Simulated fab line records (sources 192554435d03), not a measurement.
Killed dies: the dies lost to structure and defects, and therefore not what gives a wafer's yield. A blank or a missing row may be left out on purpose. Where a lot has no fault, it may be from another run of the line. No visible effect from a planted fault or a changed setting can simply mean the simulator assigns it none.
Chamber matching ; flow n5-finfet ; uv-cure-01 running N5_BEOL_M9_CURE_72: 3 sister chambers
The step cures SiCOH lowk, time 120 s. 3 wafers are shown with their chamber, then 7 later ones without.

== WAFERS, EACH WITH ITS CHAMBER ==
wafer;chamber;wafer_temp_C_max
L079.3;0;372.8
L088.4;1;371.4
L094.5;2;371.2

== WAFERS WHOSE CHAMBER IS MISSING ==
wafer;wafer_temp_C_max
L094.6;370.3
L092.1;370.8
L092.2;370.8
L092.3;370.8
L097.3;371.5
L097.5;371.5
L097.6;371.2

== EACH ONE'S CHAMBER ==
wafer;from the rows above;in truth
L094.6;can't be placed: 2 or 1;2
L092.1;can't be placed: 2 or 1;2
L092.2;can't be placed: 2 or 1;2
L092.3;can't be placed: 2 or 1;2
L097.3;can't be placed: 1 or 2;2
L097.5;can't be placed: 1 or 2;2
L097.6;can't be placed: 2 or 1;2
Placed correctly: 0 of 7. Not placeable from these rows: 7 (in 7, the candidates include the true chamber). Number placed wrongly: 0.
How it was worked out, from the rows above alone: a wafer's distance from a chamber is the root of the sum, over the readings, of the square of ((its reading less the chamber's mean) divided by the reading's scatter). If the next closest chamber is less than 2 further off than the closest, the wafer can't be placed; otherwise it belongs to the closest. The mean given for a chamber averages the wafers shown for that chamber. The scatter: root of mean squared gap, hidden wafer to nearest shown wafer, with one shown wafer a chamber.
